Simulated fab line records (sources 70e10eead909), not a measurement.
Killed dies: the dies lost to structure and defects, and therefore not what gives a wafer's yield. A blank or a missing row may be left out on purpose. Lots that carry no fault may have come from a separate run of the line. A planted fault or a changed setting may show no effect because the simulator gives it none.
fab line records | flow nandHarc | part 2 of 2: steps 24 to 33 of 33
[record] lots = 5 wafers = 15 lastDay = 32
route steps=1302 shown P_M2@324 P_BONDPAD@351
lots untouched by any fault: they come from a run of this same line in which no faults occurred
startH: hours from the record's opening day to when the first of the lot's shown wafers began | waitH: hours elapsed since this lot's preceding step | " as in the row above | L1.1+2: a single row standing in for several wafers | - no value, or no start given | * or withheld: withheld | < > ~ a bound
route shown NAME@n: a module of which the file shows steps, and the number in the route of the first | usual: mean/standard deviation of fault-free wafers | same: alike in all rows | chamber/n: place in a boat | sites: each site's reading | _std_site: their standard deviation | _edge_site: mean of outer sites minus mean of inner sites | radiusMm: how far each site lies from the wafer's centre | mask NAME#n: copy n | behind: tool/chamber where the wafer was last shaped | hold: cause of the lot's hold/its duration in hours/its outcome | device: which transistor (n, p or np) failed to switch | end of line: the tests these same wafers got at the end of their route | a step given without rows: its recipe and nothing more | killed: at the first sort, the dies lost to defects and structure; wafer yield is something else | map: shows each die of a wafer: x if killed, . if not, _ if none is there
set.NAME: the setting the step ran with; set.NAME@STEP: the setting that earlier step ran with | model.NAME: the simulator's own value behind a step, which no gauge read
lots at some steps of the route; a table a step, a row a wafer
services: the hour from which a tool's chamber was out of use, counted from the record's first day as startH (under 0 if before that day), plus the number of hours and why
[[steps]]
[step NHARC_P_M2_INSPECT_27]
[usual] rawDefectCount = 290/110
// columns lot.wafer tool chamber startH waitH rawDefectCount
L079.2 defectInspect-02 - 177.96 0.0 265
L079.4 " - " " 206
L079.5 " - " " 243
L082.1 defectInspect-02 - 211.91 0.0 362
L082.3 " - " " 326
L082.6 " - " " 519
L086.2 defectInspect-02 - 250.81 0.0 276
L086.3 " - " " 214
L086.5 " - " " 277
L088.2 defectInspect-02 - 274.83 0.0 319
L088.3 " - " " 296
L088.5 " - " " 381
L095.1 defectInspect-02 - 345.07 0.0 612
L095.4 " - " " 423
L095.6 " - " " 618
[step NHARC_P_M2_PRE_CLEAN_32]
[recipe] timeS = 12 tempC = 370 rfPowerW = 300 gas = NH3
[usual] heaterPowerW = 656/94 susceptorTempC = 369.96/0.22
// columns lot.wafer tool chamber startH waitH heaterPowerW susceptorTempC
L079.2 pecvd-01 2 178.04 0.1 701 369.83
L079.4 " 1 " " 745 370.15
L079.5 " 0 " " 611 370.12
L082.3 pecvd-01 2 211.99 0.1 704 369.83
L082.1 " 0 " " 618 370.01
L082.6 " 0 " " 604 369.83
L086.2 pecvd-04 0 250.88 0.1 521 369.87
L086.3 " 1 " " 625 369.78
L086.5 " 2 " " 869 369.89
L088.3 pecvd-01 1 275.04 0.2 772 369.89
L088.2 " 2 " " 650 370.41
L088.5 " 0 " " 516 369.98
L095.1 pecvd-03 0 345.16 0.1 474 370.33
L095.6 " 2 " " 616 370.02
L095.4 " 0 " " 480 370.57
[step NHARC_P_M2_DEP_33]
[recipe] targetThkA = 300 tempC = 370 targetThkNm = 30 pressureTorr = 3 flowSccm = 200 rfW = 450 material = SiCN
[usual] heaterPowerW = 595/87 susceptorTempC = 370.01/0.21
// columns lot.wafer tool chamber startH waitH heaterPowerW susceptorTempC
L079.2 pecvd-01 2 178.15 0.1 615 370.03
L079.4 " 1 " " 605 369.88
L079.5 " 0 " " 554 369.92
L082.3 pecvd-01 2 212.10 0.1 540 369.95
L082.1 " 0 " " 524 370.02
L082.6 " 0 " " 520 369.89
L086.2 pecvd-04 0 250.96 0.1 519 370.20
L086.3 " 1 " " 632 370.16
L086.5 " 2 " " 770 370.02
L088.3 pecvd-01 1 275.11 0.1 703 369.91
L088.2 " 2 " " 584 369.77
L088.5 " 0 " " 535 370.21
L095.1 pecvd-03 0 345.30 0.1 413 369.85
L095.6 " 2 " " 636 370.27
L095.4 " 0 " " 428 370.19
[step NHARC_P_BONDPAD_DEP_00]
[recipe] targetThkA = 2500 tempC = 370 targetThkNm = 250 pressureTorr = 3 flowSccm = 200 rfW = 450 material = SiCN
[usual] heaterPowerW = 586/88 susceptorTempC = 370.01/0.22
// columns lot.wafer tool chamber startH waitH heaterPowerW susceptorTempC
L079.2 pecvd-03 1 178.56 - 573 370.25
L079.5 " 0 " " 463 369.76
L079.4 " 1 " " 568 370.25
L082.1 pecvd-03 2 212.47 - 668 369.79
L082.3 " 1 " " 536 370.46
L082.6 " 0 " " 466 369.94
L086.3 pecvd-01 1 251.37 - 728 369.95
L086.2 " 2 " " 555 370.00
L086.5 " 1 " " 735 369.81
L088.2 pecvd-03 2 275.53 - 676 370.16
L088.3 " 0 " " 490 370.28
L088.5 " 1 " " 516 369.94
L095.1 pecvd-04 2 345.72 - 721 370.16
L095.4 " 1 " " 573 370.51
L095.6 " 2 " " 718 369.88
[step NHARC_P_BONDPAD_CMP_32]
[recipe] targetThkNm = 200 material = SiCN
[usual] motorCurrentA = 12.7/1.2 slurryFilterDpKPa = 13.47/0.14
// columns lot.wafer tool chamber startH waitH motorCurrentA slurryFilterDpKPa
L079.4 cmp-01 3 178.93 - 12.9 13.53
L079.2 " 2 " " 11.3 13.15
L079.5 " 3 " " 13.4 13.36
L082.3 cmp-02 0 212.87 - 12.9 13.37
L082.1 " 2 " " 13.0 13.22
L082.6 " 1 " " 10.7 13.55
L086.3 cmp-03 3 251.83 - 11.7 13.44
L086.2 " 0 " " 12.8 13.45
L086.5 " 2 " " 13.9 13.34
L088.3 cmp-01 0 275.94 - 10.7 13.70
L088.2 " 2 " " 10.7 13.74
L088.5 " 0 " " 10.1 13.26
L095.1 cmp-03 3 346.09 - 12.4 13.39
L095.4 " 0 " " 12.5 13.43
L095.6 " 2 " " 14.0 13.60
[step NHARC_P_BONDPAD_THK_MEAS_33]
[recipe] thkMeasGauge = ellipsometry
[usual] thkNm = 200.2/1.8
// columns lot.wafer tool chamber startH waitH thkNm
L079.2 filmMetro-01 - 179.18 0.2 202.1
L079.4 " - " " 201.7
L079.5 " - " " 202.1
L082.1 filmMetro-02 - 213.12 0.2 200.0
L082.3 " - " " 199.5
L082.6 " - " " 201.0
L086.2 filmMetro-01 - 252.03 0.2 199.6
L086.3 " - " " 201.6
L086.5 " - " " 203.8
L088.2 filmMetro-02 - 276.19 0.2 200.7
L088.3 " - " " 202.0
L088.5 " - " " 202.5
L095.1 filmMetro-01 - 346.29 0.2 198.5
L095.4 " - " " 197.9
L095.6 " - " " 203.7
[step NHARC_P_BONDPAD_SRD_34]
// columns lot.wafer tool chamber startH waitH
L079.5+4+2 wetBench-08 5,6,2 179.22 0.0
L082.6+1+3 wetBench-08 7,3,4 213.16 0.0
L086.2+5+3 wetBench-10 0,1,4 252.07 0.0
L088.2+3+5 wetBench-10 6,7,2 276.23 0.0
L095.1+6+4 wetBench-10 7,2,3 346.33 0.0
[step NHARC_P_BONDPAD_DEHYDRATE_01]
[recipe] tempC = 150 timeS = 120
[usual] plateTempC = 150.05/0.15 resistLineTempC = 22.98/0.1
// columns lot.wafer tool chamber startH waitH plateTempC resistLineTempC
L079.2 lithoTrack-05 0 179.30 0.1 149.97 22.85
L079.4 " 0 " " 149.81 22.89
L079.5 " 0 " " 150.15 22.87
L082.1 lithoTrack-07 0 213.25 0.1 149.93 22.76
L082.3 " 0 " " 150.02 22.99
L082.6 " 0 " " 149.85 22.97
L086.2 lithoTrack-02 0 252.15 0.1 150.08 22.86
L086.3 " 0 " " 150.03 22.99
L086.5 " 0 " " 149.94 22.88
L088.2 lithoTrack-02 0 276.31 0.1 150.18 22.81
L088.3 " 0 " " 150.29 22.98
L088.5 " 0 " " 150.23 22.91
L095.1 lithoTrack-02 0 346.41 0.1 150.17 22.98
L095.4 " 0 " " 150.31 23.01
L095.6 " 0 " " 150.22 22.76
[step NHARC_P_BONDPAD_HMDS_02]
[recipe] timeS = 30
[usual] resistLineTempC = 22.99/0.088
// columns lot.wafer tool chamber startH waitH resistLineTempC
L079.2 lithoTrack-05 0 - - 23.07
L079.4 " 0 " " 22.98
L079.5 " 0 " " 23.04
L082.1 lithoTrack-07 0 - - 22.99
L082.3 " 0 " " 22.96
L082.6 " 0 " " 23.17
L086.2 lithoTrack-02 0 - - 23.07
L086.3 " 0 " " 23.05
L086.5 " 0 " " 22.90
L088.2 lithoTrack-02 0 - - 22.94
L088.3 " 0 " " 22.92
L088.5 " 0 " " 22.81
L095.1 lithoTrack-02 0 - - 23.11
L095.4 " 0 " " 23.00
L095.6 " 0 " " 22.99
[step NHARC_P_BONDPAD_COAT_36]
[recipe] tempC = 200 timeS = 65
[usual] plateTempC = 199.96/0.16 resistLineTempC = 23.01/0.11
// columns lot.wafer tool chamber startH waitH plateTempC resistLineTempC
L079.2 lithoTrack-05 0 - - 199.86 23.01
L079.4 " 0 " " 199.86 23.08
L079.5 " 0 " " 199.85 22.78
L082.1 lithoTrack-07 0 - - 200.10 23.05
L082.3 " 0 " " 199.86 23.03
L082.6 " 0 " " 200.28 23.03
L086.2 lithoTrack-02 0 - - 200.15 23.08
L086.3 " 0 " " 199.88 22.97
L086.5 " 0 " " 200.20 23.00
L088.2 lithoTrack-02 0 - - 199.99 23.06
L088.3 " 0 " " 200.14 23.02
L088.5 " 0 " " 200.21 22.95
L095.1 lithoTrack-02 0 - - 199.77 23.01
L095.4 " 0 " " 199.82 23.13
L095.6 " 0 " " 199.88 23.28
[[services]]
// columns tool chamber startH hours kind
lithoTrack-01 - 155.00 7.0 pm
rieDiel-13 - 165.02 9.0 pm
rieDiel-12 - 178.74 0.9 repair
pecvd-03 - 185.67 13.0 pm
pecvd-01 1 191.96 15.8 repair
pvdSputter-02 - 198.33 7.1 repair
pecvd-03 - 200.93 1.3 repair
rieDiel-13 - 202.91 3.7 repair
lithoTrack-04 - 203.00 7.0 pm
rieDiel-03 1 214.61 2.2 repair
rieDiel-03 - 215.09 1.3 repair
wetBench-08 - 219.07 3.6 repair
lithoTrack-02 - 227.00 7.0 pm
rieDiel-03 3 258.41 12.7 repair
rieDiel-12 - 268.40 9.0 pm
rieDiel-03 - 281.38 9.0 pm
pvdSputter-02 - 282.00 10.0 pm
pecvd-01 1 287.19 4.1 repair
pecvd-01 2 289.87 2.5 repair
wetBench-08 - 294.40 8.0 pm
pecvd-01 - 311.07 13.0 pm
wetBench-10 - 311.20 8.0 pm
rieDiel-12 - 328.39 0.2 repair
lithoTrack-01 - 330.00 7.0 pm
